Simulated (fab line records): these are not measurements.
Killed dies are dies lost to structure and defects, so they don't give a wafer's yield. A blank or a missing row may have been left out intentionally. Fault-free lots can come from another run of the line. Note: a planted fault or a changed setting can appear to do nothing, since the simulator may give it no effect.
Chamber matching -- flow nand-harc -- NHARC_A_CONTACT_ETCH_102 on rie-diel-11: 4 sister chambers
The step etches the open film in CF4/O2, target depth 70 nm, overetch 7 nm, time 38.5 s. 4 wafers are shown with their chamber, then 12 later ones without.

== WAFERS PAIRED WITH THEIR CHAMBERS ==
wafer,chamber,drypump-motor-current-A (A)
L089.6,0,5.61
L089.5,1,5.77
L091.3,3,5.14
L091.4,2,5.18

== WAFERS WITHOUT THEIR CHAMBER ==
wafer,drypump-motor-current-A (A)
L094.1,5.12
L094.4,5.19
L094.6,5.78
L094.2,5.78
L094.3,5.21
L094.5,5.11
L092.1,5.19
L092.2,5.78
L092.4,5.11
L092.3,5.63
L092.5,5.77
L092.6,5.17

== CHAMBER TAKEN BY EACH ==
wafer,from the rows above,in truth
L094.1,3,3
L094.4,2,2
L094.6,1,1
L094.2,1,1
L094.3,2,2
L094.5,3,3
L092.1,2,2
L092.2,1,1
L092.4,3,3
L092.3,0,0
L092.5,1,1
L092.6,can't be placed: 2 or 3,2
Correctly placed: 11 of 12. Can't be placed from these rows: 1 (the true chamber is among the candidates in 1). Wrongly placed: 0.
How it was worked out, from the rows above alone: a wafer's distance from a chamber is the root of the sum, over the readings, of the square of ((its reading less the chamber's mean) divided by the reading's scatter). If the next closest chamber is less than 2 further off than the closest, the wafer can't be placed; otherwise it belongs to the closest. Each chamber's mean is taken over the wafers shown for it. The scatter (one wafer shown for each chamber): square how far every hidden wafer sits from the nearest shown wafer, average those squares and take the square root.
